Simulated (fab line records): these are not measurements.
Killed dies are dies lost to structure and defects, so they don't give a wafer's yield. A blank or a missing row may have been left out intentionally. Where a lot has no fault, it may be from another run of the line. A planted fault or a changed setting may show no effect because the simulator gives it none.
A struck lot beside a sound one ; flow nandHarc ; 14 out of 1302 route steps
Sound: the wafers L647.1, L647.4, L647.5. Struck: wafers L656.4, L656.5, L656.6. The cause is given at the end.
Per side, at each step with rows, come the tool, then ch with its chambers, and then its first start. Under that, the readings that differ: sound wafers ; struck wafers ; difference of the means ; sigmas: that difference in standard deviations of wafers without a fault.
alike: words and numbers the same on both sides, and readings whose means are apart by under 2 such deviations; not compared: readings that were withheld, readings missing a value for some wafer, numbers with overlapping values and no deviation given by the record, and bounds like >300 which may hide the same value.
The two part at a step that has a row with sigmas, a row that says differs or no value, or rows on one side only. Numbers that have no deviation but don't overlap get no sigmas and don't part them. Lack of a reading on every wafer of one side parts them only where that side has two or more wafers.

NHARC_P_START_INSPECT_01:
  struck on defectInspect-02, day 8 12:03; sound on defectInspect-02, day 4 18:02
  alike: rawDefectCount
then, 7 steps without rows for these wafers: NHARC_P_ZERO_WELL_PRECLEAN_00 (cleans in SPM, time 600 s); NHARC_P_ZERO_WELL_SRD_01; NHARC_P_ZERO_WELL_PECVD_02 (deposits SiO2, target thk 10 nm); NHARC_P_ZERO_WELL_DEHYDRATE_03 (time 120 s); NHARC_P_ZERO_WELL_HMDS_04 (time 30 s); NHARC_P_ZERO_WELL_COAT_64 (time 65 s); NHARC_P_ZERO_WELL_COAT_05 (resist thk 600 nm).
NHARC_P_ZERO_WELL_SOFTBAKE_06: time 70 s.
  sound on lithoTrack-02 ch 0, day 4 18:00; struck on lithoTrack-03 ch 0, day 8 12:00
reading;sound;struck;difference;sigmas
heaterPowerTotalW (W);198.9 200.5 202.3;207.5 207.7 210.1;+7.9;+7
then, 4 steps without rows for these wafers: NHARC_P_ZERO_WELL_EBR_07; NHARC_P_ZERO_WELL_EXPOSE_08 (exposes mask P ZERO, target cd 500 nm); NHARC_P_ZERO_WELL_PEB_09 (peb time 80 s); NHARC_P_ZERO_WELL_DEVELOP_10 (time 50 s).
NHARC_P_ZERO_WELL_CD_MEAS_11 targets a cd of 500 nm.
  sound on cdSem-01 ch 0, day 4 19:15; struck on cdSem-03 ch 0
reading;sound;struck;difference;sigmas
cdNm (nm);498.7 499.0 499.8;507.8 510.3 506.1;+8.9;+6
  not compared: hold

## WHERE THEY PART
First at NHARC_P_ZERO_WELL_SOFTBAKE_06; last, within this record, at NHARC_P_ZERO_WELL_CD_MEAS_11.

WHY: what had been put in by the simulator
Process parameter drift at NHARC_P_ZERO_WELL_SOFTBAKE_06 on lithoTrack-03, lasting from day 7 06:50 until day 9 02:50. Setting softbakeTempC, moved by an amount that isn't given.
